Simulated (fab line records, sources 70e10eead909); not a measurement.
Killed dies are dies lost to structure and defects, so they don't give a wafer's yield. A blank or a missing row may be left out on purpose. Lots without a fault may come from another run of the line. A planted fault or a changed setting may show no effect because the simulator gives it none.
Which tool did it? | flow nand_harc | 24 lots, 72 wafers sampled, at 6 steps of a route of 1302

WHAT THE GAUGES READ, wafer by wafer
The record holds no reading of a measuring or inspecting step that can be judged against a usual standard deviation.

WHICH TOOL RAN EACH LOT (tool, then ch and the chambers of the sampled wafers, then the start)
lot  | NHARC_A_STAIRCASE_TRIM_226                    | NHARC_A_STAIRCASE_ETCH_273                    | NHARC_A_STAIRCASE_STRIP_274                   | NHARC_A_STAIRCASE_DESCUM_291       | NHARC_A_STAIRCASE_DEP_301       | NHARC_A_STAIRCASE_DEP_322
L075 | rie_diel-12 ch 0,1,3, day 16 22:47 or earlier | rie_diel-12 ch 0,1,3, day 16 22:47 or earlier | rie_diel-12 ch 0,2,3, day 16 22:47 or earlier | rie_diel-02 ch 0,1,2, day 16 22:47 | pecvd-03 ch 0,1, day 17 05:13   | pecvd-01 ch 0,1, day 18 12:07
L074 | rie_diel-12 ch 1,3, day 17 00:31 or earlier   | rie_diel-04 ch 0,2,3, day 17 00:31 or earlier | rie_diel-04 ch 1,2,3, day 17 00:31 or earlier | rie_diel-02 ch 0,1,2, day 17 00:31 | pecvd-01 ch 0,1,2, day 17 07:02 | pecvd-03 ch 0,1, day 18 12:15
L076 | rie_diel-02 ch 0,1,2, day 17 13:52 or earlier | rie_diel-12 ch 1,2, day 17 13:52              | rie_diel-12 ch 0,1,2, day 17 20:37 or earlier | rie_diel-12 ch 0,1, day 17 20:37   | pecvd-01 ch 0,1, day 18 00:44   | pecvd-03 ch 1,2, day 19 04:59
L078 | rie_diel-02 ch 1,3, day 18 03:32 or earlier   | rie_diel-04 ch 1,2, day 18 03:32 or earlier   | rie_diel-04 ch 2,3, day 18 03:32 or earlier   | rie_diel-04 ch 1,3, day 18 03:32   | pecvd-01 ch 0,2, day 18 08:30   | pecvd-01 ch 1,2, day 19 10:04
L079 | rie_diel-04 ch 0,1,3, day 18 08:07 or earlier | rie_diel-12 ch 0,1, day 18 08:07 or earlier   | rie_diel-12 ch 2,3, day 18 08:07 or earlier   | rie_diel-02 ch 0,2, day 18 08:07   | pecvd-02 ch 1,2, day 18 14:03   | pecvd-03 ch 0,1, day 19 17:21
L077 | rie_diel-12 ch 0,2, day 18 07:30 or earlier   | rie_diel-04 ch 1,2,3, day 18 07:30 or earlier | rie_diel-04 ch 0,2,3, day 18 07:30 or earlier | rie_diel-04 ch 0,1, day 18 07:30   | pecvd-03 ch 0,1,2, day 18 12:51 | pecvd-01 ch 0,2, day 19 17:15
L080 | rie_diel-04 ch 1,3, day 19 03:28 or earlier   | rie_diel-12 ch 2,3, day 19 03:28 or earlier   | rie_diel-12 ch 0,1,3, day 19 03:28 or earlier | rie_diel-02 ch 0,2, day 19 03:28   | pecvd-01 ch 0,1,2, day 19 12:29 | pecvd-02 ch 0,1,2, day 20 13:47
L081 | rie_diel-04 ch 2,3, day 19 17:44 or earlier   | rie_diel-02 ch 0,2, day 19 17:44 or earlier   | rie_diel-02 ch 2,3, day 19 17:44 or earlier   | rie_diel-04 ch 0,3, day 19 17:44   | pecvd-03 ch 0,1, day 19 22:05   | pecvd-03 ch 1,2, day 21 00:01
L082 | rie_diel-12 ch 0,2,3, day 20 04:08 or earlier | rie_diel-04 ch 0,1,2, day 20 04:08 or earlier | rie_diel-04 ch 0,1,3, day 20 04:08 or earlier | rie_diel-02 ch 1,2,3, day 20 04:08 | pecvd-02 ch 0,2, day 20 08:23   | pecvd-03 ch 0,1, day 21 11:16
L083 | rie_diel-02 ch 1,2,3, day 20 00:45 or earlier | rie_diel-02 ch 0,2,3, day 20 00:45 or earlier | rie_diel-02 ch 0,1,2, day 20 00:45 or earlier | rie_diel-12 ch 0,1,3, day 20 00:45 | pecvd-02 ch 0,1,2, day 20 05:36 | pecvd-01 ch 0,1,2, day 21 06:39
L084 | rie_diel-12 ch 0,2,3, day 20 20:10 or earlier | rie_diel-02 ch 1,2,3, day 20 20:10 or earlier | rie_diel-02 ch 1,2,3, day 20 20:10 or earlier | rie_diel-12 ch 0,3, day 20 20:10   | pecvd-02 ch 0,2, day 21 00:15   | pecvd-01 ch 0,1, day 22 03:28
L085 | rie_diel-04 ch 2,3, day 21 12:24 or earlier   | rie_diel-04 ch 2,3, day 21 12:24 or earlier   | rie_diel-04 ch 2,3, day 21 12:24 or earlier   | rie_diel-12 ch 0,3, day 21 12:24   | pecvd-02 ch 0,1,2, day 21 17:00 | pecvd-03 ch 0,1, day 22 16:46
L086 | rie_diel-02 ch 0,3, day 21 23:10 or earlier   | rie_diel-12 ch 2,3, day 21 23:10 or earlier   | rie_diel-12 ch 0,1,3, day 21 23:10 or earlier | rie_diel-02 ch 0,2,3, day 21 23:10 | pecvd-03 ch 0,1, day 22 04:02   | pecvd-01 ch 1,2, day 23 04:01
L087 | rie_diel-02 ch 1,2,3, day 22 06:52 or earlier | rie_diel-04 ch 0,1,3, day 22 06:52 or earlier | rie_diel-04 ch 0,2, day 22 06:52 or earlier   | rie_diel-02 ch 0,1,2, day 22 06:52 | pecvd-02 ch 1,2, day 22 10:56   | pecvd-02 ch 0,1, day 23 18:30
L089 | rie_diel-04 ch 0,3, day 22 21:02 or earlier   | rie_diel-02 ch 2,3, day 22 21:02 or earlier   | rie_diel-02 ch 2,3, day 22 21:02 or earlier   | rie_diel-04 ch 1,2,3, day 22 21:02 | pecvd-01 ch 1,2, day 23 05:10   | pecvd-02 ch 1,2, day 24 05:28
L088 | rie_diel-12 ch 0,2,3, day 23 02:46 or earlier | rie_diel-04 ch 0,1,2, day 23 02:46 or earlier | rie_diel-04 ch 1,3, day 23 02:46 or earlier   | rie_diel-12 ch 0,1,3, day 23 02:46 | pecvd-02 ch 1,2, day 23 09:01   | pecvd-01 ch 0,1,2, day 24 05:33
L091 | rie_diel-04 ch 1,2, day 23 11:40 or earlier   | rie_diel-12 ch 0,1, day 23 11:40 or earlier   | rie_diel-12 ch 0,1,2, day 23 11:40 or earlier | rie_diel-02 ch 0,2, day 23 11:40   | pecvd-01 ch 1,2, day 23 16:35   | pecvd-01 ch 0,2, day 24 17:59
L090 | rie_diel-02 ch 0,2, day 23 15:03 or earlier   | rie_diel-02 ch 1,2, day 23 15:03 or earlier   | rie_diel-02 ch 0,1,3, day 23 15:03 or earlier | rie_diel-02 ch 1,3, day 23 15:03   | pecvd-01 ch 0,1,2, day 23 19:11 | pecvd-03 ch 0,1, day 24 17:59
L092 | rie_diel-04 ch 0,2, day 23 23:58 or earlier   | rie_diel-12 ch 1,2,3, day 23 23:58 or earlier | rie_diel-12 ch 1,2,3, day 23 23:58 or earlier | rie_diel-04 ch 1,3, day 23 23:58   | pecvd-01 ch 0,2, day 24 07:13   | pecvd-01 ch 0,1, day 25 14:26
L093 | rie_diel-02 ch 0,1,2, day 24 00:49 or earlier | rie_diel-12 ch 0,2,3, day 24 00:49 or earlier | rie_diel-12 ch 0,2,3, day 24 00:49 or earlier | rie_diel-02 ch 0,2,3, day 24 00:49 | pecvd-03 ch 0,1, day 24 10:28   | pecvd-03 ch 0,1, day 25 14:21
L094 | rie_diel-02 ch 0,1,3, day 24 20:52 or earlier | rie_diel-02 ch 0,1,2, day 24 20:52 or earlier | rie_diel-02 ch 0,1,3, day 24 20:52 or earlier | rie_diel-12 ch 0,1,2, day 24 20:52 | pecvd-01 ch 0,1,2, day 25 01:03 | pecvd-02 ch 0,1,2, day 26 03:05
L095 | rie_diel-12 ch 1,3, day 25 17:55 or earlier   | rie_diel-12 ch 0,1,3, day 25 17:55 or earlier | rie_diel-12 ch 2,3, day 25 17:55 or earlier   | rie_diel-04 ch 0,1, day 25 17:55   | pecvd-01 ch 1,2, day 26 01:28   | pecvd-01 ch 0,2, day 27 03:31
L096 | rie_diel-04 ch 0,2,3, day 25 19:52 or earlier | rie_diel-04 ch 0,1,3, day 25 19:52 or earlier | rie_diel-04 ch 0,2,3, day 25 19:52 or earlier | rie_diel-12 ch 1,3, day 25 19:52   | pecvd-01 ch 0,2, day 26 00:35   | pecvd-02 ch 0, day 27 03:20
L097 | rie_diel-12 ch 1,2,3, day 26 18:50 or earlier | rie_diel-12 ch 0,1,2, day 26 18:50 or earlier | rie_diel-12 ch 0,2,3, day 26 18:50 or earlier | rie_diel-12 ch 0,2, day 26 18:50   | pecvd-01 ch 0,1, day 27 00:15   | pecvd-03 ch 0,1, day 28 01:14
- NHARC_A_STAIRCASE_TRIM_226: chemistry O2, time 211.2 s.
- NHARC_A_STAIRCASE_ETCH_273: etches the open film in C4F8/O2/Ar, target depth 10200 nm, time 2468.6 s.
- NHARC_A_STAIRCASE_STRIP_274: strips in O2.
- NHARC_A_STAIRCASE_DESCUM_291: chemistry O2, time 3 s.
- NHARC_A_STAIRCASE_DEP_301: deposits SiON, target thk 30 nm.
- NHARC_A_STAIRCASE_DEP_322: deposits SiO2, target thk 7200 nm.

WHAT THE TOOLS THEMSELVES READ (means of the sampled wafers that have a number; where no wafer has one, the mark that the record gives instead)
NHARC_A_STAIRCASE_TRIM_226.
lot  | tool        | drypump_motor_current_A (A) | oes_product_au (a.u.) | rf_vpp_V (V) | showerhead_plenum_p_Torr (Torr) | throttle_valve_pct (%)
L075 | rie_diel-12 | 6.1                         | 0.993                 | 58.0         | 3.54                            | 17.039
L074 | rie_diel-12 | 6.4                         | 0.991                 | 58.1         | 3.66                            | 17.040
L076 | rie_diel-02 | 5.8                         | 0.998                 | 58.9         | 3.57                            | 17.041
L078 | rie_diel-02 | 5.4                         | 1.000                 | 57.7         | 3.60                            | 17.048
L079 | rie_diel-04 | 5.8                         | 1.006                 | 58.3         | 3.66                            | 17.042
L077 | rie_diel-12 | 5.5                         | 1.007                 | 57.7         | 3.35                            | 17.033
L080 | rie_diel-04 | 6.0                         | 0.993                 | 58.2         | 3.75                            | 17.034
L081 | rie_diel-04 | 6.2                         | 0.997                 | 59.3         | 3.74                            | 17.036
L082 | rie_diel-12 | 5.7                         | 0.998                 | 57.3         | 3.44                            | 17.028
L083 | rie_diel-02 | 5.4                         | 1.005                 | 58.0         | 3.56                            | 17.037
L084 | rie_diel-12 | 5.7                         | 1.011                 | 58.5         | 3.61                            | 17.037
L085 | rie_diel-04 | 6.1                         | 1.004                 | 58.0         | 3.73                            | 17.038
L086 | rie_diel-02 | 6.0                         | 0.997                 | 58.5         | 3.62                            | 17.042
L087 | rie_diel-02 | 5.4                         | 1.001                 | 58.4         | 3.56                            | 17.035
L089 | rie_diel-04 | 5.8                         | 1.000                 | 57.3         | 3.62                            | 17.039
L088 | rie_diel-12 | 5.7                         | 1.011                 | 58.4         | 3.60                            | 17.034
L091 | rie_diel-04 | 6.1                         | 0.997                 | 57.9         | 3.78                            | 17.038
L090 | rie_diel-02 | 6.3                         | 0.983                 | 58.2         | 3.58                            | 17.043
L092 | rie_diel-04 | 5.6                         | 1.003                 | 58.2         | 3.55                            | 17.035
L093 | rie_diel-02 | 5.8                         | 1.000                 | 58.0         | 3.54                            | 17.035
L094 | rie_diel-02 | 5.8                         | 1.000                 | 58.8         | 3.57                            | 17.035
L095 | rie_diel-12 | 6.2                         | 1.007                 | 57.0         | 3.63                            | 17.046
L096 | rie_diel-04 | 5.9                         | 0.987                 | 58.6         | 3.63                            | 17.036
L097 | rie_diel-12 | 6.0                         | 1.020                 | 58.1         | 3.53                            | 17.037

NHARC_A_STAIRCASE_ETCH_273.
lot  | tool        | oes_product_au (a.u.) | rf_vpp_V (V)
L075 | rie_diel-12 | 0.937                 | 1827
L074 | rie_diel-04 | 0.932                 | 1837
L076 | rie_diel-12 | 0.931                 | 1822
L078 | rie_diel-04 | 0.924                 | 1846
L079 | rie_diel-12 | 0.927                 | 1826
L077 | rie_diel-04 | 0.919                 | 1844
L080 | rie_diel-12 | 0.938                 | 1823
L081 | rie_diel-02 | 0.929                 | 1832
L082 | rie_diel-04 | 0.938                 | 1837
L083 | rie_diel-02 | 0.940                 | 1832
L084 | rie_diel-02 | 0.924                 | 1829
L085 | rie_diel-04 | 0.948                 | 1842
L086 | rie_diel-12 | 0.952                 | 1828
L087 | rie_diel-04 | 0.933                 | 1835
L089 | rie_diel-02 | 0.946                 | 1832
L088 | rie_diel-04 | 0.924                 | 1836
L091 | rie_diel-12 | 0.937                 | 1837
L090 | rie_diel-02 | 0.922                 | 1826
L092 | rie_diel-12 | 0.949                 | 1827
L093 | rie_diel-12 | 0.954                 | 1832
L094 | rie_diel-02 | 0.924                 | 1828
L095 | rie_diel-12 | 0.953                 | 1838
L096 | rie_diel-04 | 0.949                 | 1835
L097 | rie_diel-12 | 0.938                 | 1829

NHARC_A_STAIRCASE_STRIP_274.
lot  | tool        | drypump_motor_current_A (A) | oes_product_au (a.u.) | rf_vpp_V (V) | showerhead_plenum_p_Torr (Torr) | throttle_valve_pct (%)
L075 | rie_diel-12 | 5.7                         | 1.003                 | 57.2         | 3.45                            | 17.034
L074 | rie_diel-04 | 6.1                         | 0.998                 | 57.8         | 3.78                            | 17.039
L076 | rie_diel-12 | 5.9                         | 1.008                 | 57.8         | 3.44                            | 17.031
L078 | rie_diel-04 | 6.2                         | 0.994                 | 59.2         | 3.75                            | 17.037
L079 | rie_diel-12 | 5.7                         | 1.009                 | 57.7         | 3.57                            | 17.027
L077 | rie_diel-04 | 5.9                         | 1.002                 | 58.1         | 3.66                            | 17.033
L080 | rie_diel-12 | 6.1                         | 0.993                 | 57.7         | 3.53                            | 17.047
L081 | rie_diel-02 | 5.5                         | 1.002                 | 57.8         | 3.57                            | 17.043
L082 | rie_diel-04 | 5.8                         | 1.004                 | 58.8         | 3.65                            | 17.042
L083 | rie_diel-02 | 5.7                         | 0.987                 | 57.9         | 3.56                            | 17.046
L084 | rie_diel-02 | 5.4                         | 1.000                 | 58.3         | 3.56                            | 17.036
L085 | rie_diel-04 | 6.2                         | 1.005                 | 59.0         | 3.76                            | 17.040
L086 | rie_diel-12 | 6.2                         | 0.997                 | 58.0         | 3.69                            | 17.035
L087 | rie_diel-04 | 6.0                         | 1.001                 | 58.2         | 3.67                            | 17.038
L089 | rie_diel-02 | 5.6                         | 1.000                 | 58.2         | 3.56                            | 17.031
L088 | rie_diel-04 | 6.1                         | 0.998                 | 58.8         | 3.73                            | 17.036
L091 | rie_diel-12 | 5.9                         | 1.004                 | 57.8         | 3.59                            | 17.034
L090 | rie_diel-02 | 5.8                         | 1.003                 | 57.6         | 3.58                            | 17.026
L092 | rie_diel-12 | 6.0                         | 1.011                 | 58.1         | 3.54                            | 17.032
L093 | rie_diel-12 | 5.7                         | 1.011                 | 58.2         | 3.60                            | 17.041
L094 | rie_diel-02 | 5.8                         | 0.996                 | 58.1         | 3.57                            | 17.043
L095 | rie_diel-12 | 5.7                         | 1.017                 | 58.8         | 3.54                            | 17.041
L096 | rie_diel-04 | 5.9                         | 0.995                 | 57.5         | 3.63                            | 17.046
L097 | rie_diel-12 | 5.7                         | 1.015                 | 58.7         | 3.59                            | 17.035

NHARC_A_STAIRCASE_DESCUM_291.
lot  | tool        | drypump_motor_current_A (A) | oes_product_au (a.u.) | rf_vpp_V (V) | showerhead_plenum_p_Torr (Torr) | throttle_valve_pct (%)
L075 | rie_diel-02 | 5.7                         | 0.992                 | 56.9         | 1.94                            | 11.310
L074 | rie_diel-02 | 5.8                         | 0.989                 | 58.6         | 1.94                            | 11.309
L076 | rie_diel-12 | 6.1                         | 0.997                 | 57.0         | 1.85                            | 11.314
L078 | rie_diel-04 | 6.1                         | 0.990                 | 58.1         | 2.04                            | 11.311
L079 | rie_diel-02 | 5.9                         | 0.985                 | 57.8         | 1.94                            | 11.314
L077 | rie_diel-04 | 5.5                         | 1.015                 | 58.8         | 1.94                            | 11.312
L080 | rie_diel-02 | 5.9                         | 0.994                 | 57.9         | 1.94                            | 11.306
L081 | rie_diel-04 | 5.8                         | 1.006                 | 57.8         | 1.97                            | 11.313
L082 | rie_diel-02 | 5.4                         | 1.005                 | 59.0         | 1.93                            | 11.314
L083 | rie_diel-12 | 6.1                         | 0.999                 | 58.4         | 2.01                            | 11.304
L084 | rie_diel-12 | 5.8                         | 1.006                 | 57.3         | 2.04                            | 11.307
L085 | rie_diel-12 | 5.9                         | 1.006                 | 58.3         | 2.02                            | 11.318
L086 | rie_diel-02 | 5.9                         | 0.994                 | 58.3         | 1.95                            | 11.308
L087 | rie_diel-02 | 5.7                         | 0.987                 | 58.1         | 1.92                            | 11.318
L089 | rie_diel-04 | 6.1                         | 0.995                 | 58.4         | 2.05                            | 11.322
L088 | rie_diel-12 | 6.1                         | 1.006                 | 58.3         | 2.00                            | 11.316
L091 | rie_diel-02 | 6.3                         | 0.990                 | 58.6         | 1.94                            | 11.307
L090 | rie_diel-02 | 5.4                         | 1.018                 | 57.4         | 1.94                            | 11.300
L092 | rie_diel-04 | 6.0                         | 0.995                 | 58.2         | 2.04                            | 11.314
L093 | rie_diel-02 | 5.9                         | 0.994                 | 56.5         | 1.94                            | 11.316
L094 | rie_diel-12 | 5.9                         | 1.012                 | 58.0         | 1.94                            | 11.311
L095 | rie_diel-04 | 5.5                         | 1.004                 | 58.2         | 1.92                            | 11.314
L096 | rie_diel-12 | 6.2                         | 1.015                 | 57.6         | 1.97                            | 11.311
L097 | rie_diel-12 | 5.5                         | 1.003                 | 57.5         | 1.89                            | 11.300

NHARC_A_STAIRCASE_DEP_301.
lot  | tool     | heater_power_outer_w (W) | heater_power_w (W) | susceptor_temp_C (C)
L075 | pecvd-03 | 538                      | 871                | 400.07
L074 | pecvd-01 | 495                      | 818                | 400.03
L076 | pecvd-01 | 474                      | 802                | 399.92
L078 | pecvd-01 | 484                      | 804                | 399.84
L079 | pecvd-02 | 515                      | 830                | 399.77
L077 | pecvd-03 | 435                      | 718                | 399.96
L080 | pecvd-01 | 445                      | 768                | 400.13
L081 | pecvd-03 | 506                      | 802                | 399.96
L082 | pecvd-02 | 504                      | 820                | 399.66
L083 | pecvd-02 | 510                      | 839                | 400.26
L084 | pecvd-02 | 472                      | 782                | 399.86
L085 | pecvd-02 | 502                      | 819                | 399.82
L086 | pecvd-03 | 497                      | 794                | 400.19
L087 | pecvd-02 | 499                      | 801                | 399.94
L089 | pecvd-01 | 455                      | 785                | 400.14
L088 | pecvd-02 | 507                      | 817                | 400.00
L091 | pecvd-01 | 459                      | 782                | 400.15
L090 | pecvd-01 | 499                      | 835                | 399.76
L092 | pecvd-01 | 486                      | 806                | 400.01
L093 | pecvd-03 | 509                      | 816                | 399.80
L094 | pecvd-01 | 469                      | 791                | 400.00
L095 | pecvd-01 | 451                      | 758                | 400.05
L096 | pecvd-01 | 458                      | 746                | 399.82
L097 | pecvd-01 | 509                      | 895                | 399.88

NHARC_A_STAIRCASE_DEP_322.
lot  | tool     | heater_power_outer_w (W) | heater_power_w (W) | susceptor_temp_C (C)
L075 | pecvd-01 | 444                      | 777                | 400.08
L074 | pecvd-03 | 404                      | 686                | 400.32
L076 | pecvd-03 | 322                      | 546                | 400.02
L078 | pecvd-01 | 353                      | 620                | 400.13
L079 | pecvd-03 | 397                      | 646                | 400.14
L077 | pecvd-01 | 390                      | 661                | 399.82
L080 | pecvd-02 | 443                      | 759                | 400.19
L081 | pecvd-03 | 337                      | 564                | 399.94
L082 | pecvd-03 | 383                      | 640                | 399.81
L083 | pecvd-01 | 433                      | 752                | 400.05
L084 | pecvd-01 | 448                      | 817                | 400.12
L085 | pecvd-03 | 404                      | 670                | 400.01
L086 | pecvd-01 | 362                      | 644                | 400.10
L087 | pecvd-02 | 463                      | 755                | 399.83
L089 | pecvd-02 | 422                      | 690                | 399.72
L088 | pecvd-01 | 388                      | 713                | 399.91
L091 | pecvd-01 | 392                      | 661                | 400.12
L090 | pecvd-03 | 388                      | 657                | 400.02
L092 | pecvd-01 | 409                      | 723                | 399.93
L093 | pecvd-03 | 381                      | 638                | 400.02
L094 | pecvd-02 | 399                      | 678                | 400.14
L095 | pecvd-01 | 371                      | 633                | 400.24
L096 | pecvd-02 | 459                      | 799                | 400.04
L097 | pecvd-03 | 453                      | 733                | 399.89

THE ANSWER, worked out from the rows above alone
Rule: what is usual is taken from the lots themselves. Put in order of their means at a reading, lots are off if they are a third of the lots or fewer, leave a main group of 4 or more, and stand apart from it by a gap of 3 or more times the standard deviation of the main group's means; of several such gaps the widest counts. A main group whose means are all the same, to the digits that the tables above print for the reading, isn't used. A lot without any number at a reading at which 4 lots or more have one is off too. The other lots that the step has rows for count as sound. The gauges are gone through in route order, then the tools' own readings, and for those a lot's mean is taken as printed above. The first step at which some lot is off is used, and at that step the reading that is off furthest; a lot without a number counts as furthest.
No lot is off at any reading shown: from this, nothing can be told.

WHAT THE SIMULATOR HAD PUT IN
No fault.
